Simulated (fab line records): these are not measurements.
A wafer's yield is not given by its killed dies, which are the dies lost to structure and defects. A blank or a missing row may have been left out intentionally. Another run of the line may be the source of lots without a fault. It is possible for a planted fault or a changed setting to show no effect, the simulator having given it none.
fab line records    flow nand-harc
record lots=13  wafers=39  last-day=33
route steps=1302 shown A_CONTACT@1053 END@1302
lots with no fault: from the same line, run without faults
start-h: start of the lot's first displayed wafer, in hours after the record's first day    wait-h: hours elapsed since this lot's preceding step    " identical to the entry in the row above    L1.1+2: a single row standing in for several wafers    - no value present, or no start provided    * or withheld: withheld    < > ~ a bound
route shown NAME@n: a module of which the file shows steps, and the number in the route of the first    usual: mean/standard deviation of fault-free wafers    same: alike in all rows    chamber/n: place in a boat    sites: each site's reading    _std_site: the values' standard deviation    _edge_site: the outer-site mean with the inner-site mean subtracted    radius-mm: for every site, how far away it sits from the centre of the wafer    mask NAME#n: copy n    behind: the most recent tool/chamber to have shaped the wafer    hold: what put the lot on hold/how long, in hours/how the hold closed    device: whichever transistor did not switch (one of n, p or np)    end of line: the route-end tests of the same wafers    a step with no rows: only its recipe    killed: not the wafer's yield, but the dies lost to structure and defects at the first sort    map: the dies of a wafer, with x for killed, . for not killed, _ for no die there
set.NAME: the setting as run; set.NAME@STEP: as run at that earlier step    model.NAME: the simulator's own value behind a step, which no gauge read
steps of the route over a sample of lots; a table a step, a row a wafer
services: when a tool's chamber went out of use (start-h, in hours from the record's first day, below 0 if earlier), for how many hours, and the reason
## steps
# step NHARC_A_CONTACT_ETCH_130
# recipe source-w=withheld  pressure-mtorr=20  bias-v=3000  time-s=197  target-depth-a=19180  ar-flow-sccm=withheld  c4f8-flow-sccm=withheld  o2-flow-sccm=withheld  chemistry=C4F8/O2/Ar
# usual oes-air-line-au=1.003/0.021
lot.wafer  tool             chamber  start-h  wait-h  oes-air-line-au  rf-hours-counter-h
L378.3     har-cap-etch-02  1        491.02   0.1     1.007            -
L378.6     "                0        "        "       1.005            -
L378.5     "                1        "        "       1.003            -
L379.2     har-cap-etch-03  0        514.32   0.1     1.008            46
L379.1     "                1        "        "       1.039            46
L379.5     "                0        "        "       1.004            -
L381.1     har-cap-etch-02  0        545.08   0.1     1.000            94
L381.5     "                0        "        "       1.003            -
L381.6     "                1        "        "       0.995            -
L382.2     har-cap-etch-03  0        546.45   0.1     1.002            52
L382.4     "                0        "        "       0.988            -
L382.5     "                0        "        "       0.980            -
L384.4     har-cap-etch-02  0        562.24   0.1     1.020            -
L384.5     "                0        "        "       1.010            -
L384.6     "                1        "        "       1.015            -
L386.4     har-cap-etch-03  1        580.08   0.1     1.028            -
L386.5     "                0        "        "       0.996            -
L386.6     "                1        "        "       0.983            -
L387.3     har-cap-etch-02  0        599.79   0.1     1.034            -
L387.6     "                0        "        "       0.980            -
L387.5     "                1        "        "       1.012            -
L388.2     har-cap-etch-01  0        600.67   0.1     0.957            16
L388.3     "                1        "        "       1.023            -
L388.6     "                1        "        "       1.031            -
L389.1     har-cap-etch-02  0        616.39   0.1     1.003            107
L389.4     "                0        "        "       0.974            -
L389.6     "                0        "        "       0.971            -
L394.3     har-cap-etch-03  1        659.44   0.1     1.029            -
L394.6     "                1        "        "       1.028            -
L394.5     "                0        "        "       1.006            -
L399.2     har-cap-etch-01  1        708.45   0.1     1.028            36
L399.4     "                0        "        "       0.982            -
L399.5     "                0        "        "       1.024            -
L400.1     har-cap-etch-03  1        709.03   0.1     0.982            84
L400.4     "                1        "        "       1.000            -
L400.5     "                1        "        "       0.997            -
L401.2     har-cap-etch-01  0        728.21   0.1     1.005            39
L401.3     "                0        "        "       1.023            -
L401.6     "                1        "        "       1.037            -
# step NHARC_A_CONTACT_ETCH_91
# recipe target-depth-a=400  over-etch-frac=0.5  time-s=85.7  ion-energy-ev=120  ch3f-flow-sccm=50  o2-flow-sccm=30  ar-flow-sccm=200  rf-w=500  bias-w=100  chemistry=CH3F/O2
# usual drypump-motor-current-A=5.8/0.51  oes-product-au=0.939/0.029  rf-vpp-V=242.9/1.5  showerhead-plenum-p-Torr=2.35/0.087  throttle-valve-pct=20.664/0.0094
lot.wafer  tool         chamber  start-h  wait-h  drypump-motor-current-A  oes-product-au  rf-hours-counter-h  rf-vpp-V  showerhead-plenum-p-Torr  throttle-valve-pct
L378.3     rie-diel-02  1        492.29   0.5     6.0                      0.928           30                  245.8     2.47                      20.655
L378.6     "            3        "        "       5.3                      0.926           -                   243.7     2.31                      20.670
L378.5     "            0        "        "       6.1                      0.929           -                   243.1     2.44                      20.671
L379.1     rie-diel-13  0        515.65   0.6     5.0                      0.934           28                  240.7     2.28                      20.664
L379.2     "            3        "        "       5.5                      0.925           26                  242.9     2.34                      20.658
L379.5     "            0        "        "       5.0                      0.935           -                   240.5     2.28                      20.657
L381.1     rie-diel-13  2        546.40   0.7     6.4                      0.987           2                   242.5     2.36                      20.658
L381.6     "            2        "        "       6.4                      0.989           -                   244.9     2.36                      20.663
L381.5     "            3        "        "       5.5                      0.998           -                   243.3     2.34                      20.657
L382.4     rie-diel-13  2        547.78   0.6     6.4                      0.917           3                   242.5     2.36                      20.661
L382.2     "            3        "        "       5.5                      0.917           2                   243.2     2.34                      20.666
L382.5     "            1        "        "       6.2                      0.914           -                   241.1     2.28                      20.677
L384.4     rie-diel-13  0        563.51   0.6     5.0                      0.946           6                   241.1     2.28                      20.668
L384.6     "            3        "        "       5.5                      0.929           -                   243.5     2.34                      20.663
L384.5     "            0        "        "       5.0                      0.941           -                   241.8     2.28                      20.661
L386.6     rie-diel-13  1        581.37   0.4     6.2                      0.911           -                   242.7     2.27                      20.665
L386.4     "            2        "        "       6.4                      0.927           -                   242.4     2.36                      20.669
L386.5     "            0        "        "       5.0                      0.933           -                   241.3     2.28                      20.665
L387.3     rie-diel-02  2        601.08   0.6     5.7                      0.987           5                   241.1     2.30                      20.650
L387.6     "            0        "        "       6.1                      0.979           -                   244.3     2.43                      20.652
L387.5     "            1        "        "       6.0                      1.011           -                   245.7     2.46                      20.671
L388.3     rie-diel-13  3        602.02   0.5     5.5                      0.928           12                  242.9     2.34                      20.663
L388.2     "            0        "        "       5.0                      0.932           16                  241.7     2.28                      20.661
L388.6     "            1        "        "       6.2                      0.931           -                   242.1     2.27                      20.655
L389.1     rie-diel-13  2        617.70   0.7     6.4                      0.926           18                  243.4     2.36                      20.655
L389.4     "            0        "        "       5.0                      0.939           -                   241.6     2.28                      20.661
L389.6     "            2        "        "       6.4                      0.923           -                   243.3     2.36                      20.661
L394.3     rie-diel-13  1        660.71   0.6     6.2                      0.928           29                  242.4     2.27                      20.673
L394.6     "            0        "        "       5.0                      0.938           -                   241.7     2.27                      20.647
L394.5     "            1        "        "       6.2                      0.929           -                   240.1     2.27                      20.651
L399.2     rie-diel-13  3        709.74   0.6     5.5                      0.935           1                   242.1     2.33                      20.672
L399.4     "            2        "        "       6.4                      0.950           1                   243.5     2.35                      20.657
L399.5     "            3        "        "       5.5                      0.923           -                   242.6     2.33                      20.659
L400.1     rie-diel-12  1        710.35   0.7     5.5                      0.995           26                  240.6     2.30                      20.654
L400.4     "            1        "        "       5.5                      0.994           -                   242.8     2.30                      20.661
L400.5     "            3        "        "       5.1                      1.000           -                   244.3     2.44                      20.680
L401.3     rie-diel-12  0        729.50   0.5     5.6                      1.002           32                  241.8     2.44                      20.652
L401.2     "            1        "        "       5.5                      1.007           31                  241.9     2.30                      20.682
L401.6     "            0        "        "       5.6                      1.010           -                   243.1     2.44                      20.661
# step NHARC_A_CONTACT_SOFTBAKE_03
# recipe temp-c=105  time-s=55
# usual heater-power-total-W=188.46/0.15
lot.wafer  tool            chamber  start-h  wait-h  heater-power-total-W
L378.3     litho-track-06  0        498      -       188.41
L378.5     "               0        "        "       188.32
L378.6     "               0        "        "       188.50
L379.1     litho-track-06  0        518      -       188.28
L379.2     "               0        "        "       188.49
L379.5     "               0        "        "       188.57
L381.1     litho-track-04  0        550      -       188.22
L381.5     "               0        "        "       188.66
L381.6     "               0        "        "       188.37
L382.2     litho-track-01  0        552      -       188.44
L382.4     "               0        "        "       188.33
L382.5     "               0        "        "       188.75
L384.4     litho-track-04  0        569      -       188.33
L384.5     "               0        "        "       188.45
L384.6     "               0        "        "       188.80
L386.4     litho-track-04  0        587      -       188.46
L386.5     "               0        "        "       188.38
L386.6     "               0        "        "       188.68
L387.3     litho-track-01  0        604      -       188.46
L387.5     "               0        "        "       188.79
L387.6     "               0        "        "       188.44
L388.2     litho-track-04  0        605      -       188.22
L388.3     "               0        "        "       188.34
L388.6     "               0        "        "       188.72
L389.1     litho-track-04  0        623      -       188.57
L389.4     "               0        "        "       188.44
L389.6     "               0        "        "       188.48
L394.3     litho-track-06  0        663      -       188.47
L394.5     "               0        "        "       188.48
L394.6     "               0        "        "       222.57
L399.2     litho-track-04  0        714      -       188.37
L399.4     "               0        "        "       188.48
L399.5     "               0        "        "       188.39
L400.1     litho-track-01  0        716      -       188.32
L400.4     "               0        "        "       188.37
L400.5     "               0        "        "       188.68
L401.2     litho-track-01  0        732      -       188.64
L401.3     "               0        "        "       188.41
L401.6     "               0        "        "       188.38
# step NHARC_A_CONTACT_CD_MEAS_08
# recipe target-cd-nm=200  landing-energy-ev=500
# usual cd-nm=200.0/0.68
lot.wafer  tool       chamber  start-h  wait-h  cd-nm
L378.3     cd-sem-03  0        499.30   -       200.7
L378.5     "          0        "        "       199.8
L378.6     "          0        "        "       199.3
L379.1     cd-sem-03  0        519.15   -       199.9
L379.2     "          0        "        "       200.5
L379.5     "          0        "        "       199.5
L381.1     cd-sem-02  0        551.35   -       199.3
L381.5     "          0        "        "       199.5
L381.6     "          0        "        "       199.3
L382.2     cd-sem-02  0        552.77   -       199.3
L382.4     "          0        "        "       200.1
L382.5     "          0        "        "       201.0
L384.4     cd-sem-01  0        570.41   -       198.5
L384.5     "          0        "        "       199.6
L384.6     "          0        "        "       199.6
L386.4     cd-sem-03  0        587.90   -       199.9
L386.5     "          0        "        "       199.3
L386.6     "          0        "        "       200.4
L387.3     cd-sem-02  0        604.55   -       201.1
L387.5     "          0        "        "       199.0
L387.6     "          0        "        "       199.5
L388.2     cd-sem-01  0        605.67   -       199.9
L388.3     "          0        "        "       199.7
L388.6     "          0        "        "       199.5
L389.1     cd-sem-02  0        623.92   -       199.7
L389.4     "          0        "        "       200.0
L389.6     "          0        "        "       199.7
L394.3     cd-sem-02  0        664.33   -       201.0
L394.5     "          0        "        "       200.3
L394.6     "          0        "        "       201.4
L399.2     cd-sem-02  0        714.97   -       201.4
L399.4     "          0        "        "       199.9
L399.5     "          0        "        "       199.4
L400.1     cd-sem-01  0        716.68   -       200.2
L400.4     "          0        "        "       199.3
L400.5     "          0        "        "       199.5
L401.2     cd-sem-03  0        733.01   -       199.2
L401.3     "          0        "        "       200.7
L401.6     "          0        "        "       199.3
# step NHARC_END_SORT_01
# recipe temp-c=25
# usual killed-at-array=52/18  killed-at-other=1.0/1.4  killed-at-periphery=3.1/2.3  killed-dies=56/17  killed-open=3.0/1.7  killed-short=2.5/1.7
# same gross-dies=677
lot.wafer  tool       chamber  start-h  wait-h  killed-at-array  killed-at-other  killed-at-periphery  killed-dies  killed-open  killed-short
L386.4     prober-01  0        641.13   3.4     76               6                4                    86           6            3
L386.5     prober-01  0        641.95   3.8     37               2                4                    43           4            2
L386.6     prober-01  0        642.76   4.1     70               5                0                    75           4            1
L394.3     prober-02  0        719.25   3.1     49               2                7                    58           3            1
L394.5     prober-02  0        720.86   3.7     42               1                6                    49           0            2
L394.6     prober-02  0        721.66   4.0     41               2                3                    46           2            3
# killed by level:class
L386.4 A_CHANNEL_HOLE_D2:chamber-film-flake=32 A_CHANNEL_HOLE_D1:chamber-film-flake=28 P_ZERO_WELL:chamber-film-flake=4 THIN_TSV:chamber-film-flake=4 A_M0:geometric-particle:open=3 A_STAIRCASE:chamber-film-flake=3 A_BLC:geometric-particle:open=2 HYBRID_BOND:chamber-film-flake=2
L386.5 A_CHANNEL_HOLE_D2:chamber-film-flake=20 A_CHANNEL_HOLE_D1:chamber-film-flake=11 P_ZERO_WELL:chamber-film-flake=3 A_BLC:geometric-particle:open=2 THIN_TSV:chamber-film-flake=2 P_CONTACT:geometric-particle:short=1 A_CHANNEL_HOLE_D1:geometric-particle:open=1 A_CHANNEL_FILL_D1:geometric-particle:short=1
L386.6 A_CHANNEL_HOLE_D2:chamber-film-flake=28 A_CHANNEL_HOLE_D1:chamber-film-flake=24 THIN_TSV:chamber-film-flake=5 A_CHANNEL_FILL_D2:chamber-film-flake=4 A_CHANNEL_FILL_D1:chamber-film-flake=3 A_M0:geometric-particle:open=2 A_SLIT:chamber-film-flake=2 A_CONTACT:chamber-film-flake=2
L394.3 A_CHANNEL_HOLE_D2:chamber-film-flake=27 A_CHANNEL_HOLE_D1:chamber-film-flake=10 P_BONDPAD:chamber-film-flake=5 A_CONTACT:chamber-film-flake=3 A_M0:chamber-film-flake=3 P_CONTACT:geometric-particle:open=1 A_ONON_D2:geometric-particle:open=1 A_CONTACT:geometric-particle:short=1
L394.5 A_CHANNEL_HOLE_D2:chamber-film-flake=15 A_CHANNEL_HOLE_D1:chamber-film-flake=10 P_GATE:chamber-film-flake=5 A_SLIT:chamber-film-flake=5 A_M0:chamber-film-flake=4 A_CONTACT:chamber-film-flake=3 A_STAIRCASE:chamber-film-flake=2 A_ONON_D2:geometric-particle:short=1
L394.6 A_CHANNEL_HOLE_D2:chamber-film-flake=17 A_CHANNEL_HOLE_D1:chamber-film-flake=7 A_SLIT:chamber-film-flake=6 A_STAIRCASE:chamber-film-flake=4 A_ONON_D2:geometric-particle:short=2 A_ZERO_WELL:chamber-film-flake=2 THIN_TSV:chamber-film-flake=2 P_STI:geometric-particle:short=1
## services
tool             chamber  start-h  hours  kind
rie-diel-13      0        473.58   -      clean
rie-diel-13      1        473.58   -      clean
rie-diel-13      2        473.58   -      clean
rie-diel-13      3        473.58   -      clean
rie-diel-13      3        487.99   21.8   repair
rie-diel-13      0        493.55   1.6    repair
har-cap-etch-01  -        497.00   17.0   pm
rie-diel-13      0        498.08   -      clean
rie-diel-13      1        498.08   -      clean
litho-track-01   -        505.00   7.0    pm
litho-track-06   -        529.00   7.0    pm
rie-diel-13      -        540.47   0.6    repair
litho-track-04   -        553.00   7.0    pm
rie-diel-13      1        608.78   9.6    repair
rie-diel-12      -        617.72   0.5    repair
rie-diel-12      -        623.70   9.0    pm
litho-track-01   -        680.00   7.0    pm
rie-diel-13      -        696.17   9.0    pm
rie-diel-12      2        702.20   9.0    repair
litho-track-06   -        704.00   7.0    pm
rie-diel-02      0        706.35   13.2   repair
har-cap-etch-02  -        709.41   0.2    repair
litho-track-04   -        728.00   7.0    pm
rie-diel-02      3        731.04   8.6    repair
## key
first-sign step=NHARC_A_CONTACT_SOFTBAKE_03  reading=heater-power-total-W  direction=up  sigmas=99+  usual=*  struck=*
effect none on later readings
met-at NHARC_A_CONTACT_SOFTBAKE_03
struck-lots L394
struck-wafers L394.6
tester-left-out L394
not-acting-at NHARC_A_CONTACT_ETCH_130,NHARC_A_CONTACT_ETCH_91,NHARC_A_CONTACT_CD_MEAS_08
onset-between 518 663
fault kind=process-parameter-drift  tool=litho-track-06  chamber=-  onset-h=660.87  steps=NHARC_A_CONTACT_SOFTBAKE_03  channel=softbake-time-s  offset=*  shape=step  end-h=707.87  scope=struck-wafers-only  acts-in=*  stated=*
# tester-left-out: of these lots the tester's yield and bins aren't shown, on N5 and GAA mostly nor the transistor test; their killed dies are dies lost to structure and defects alone, not to doping, threshold or leakage, so they don't give the yield
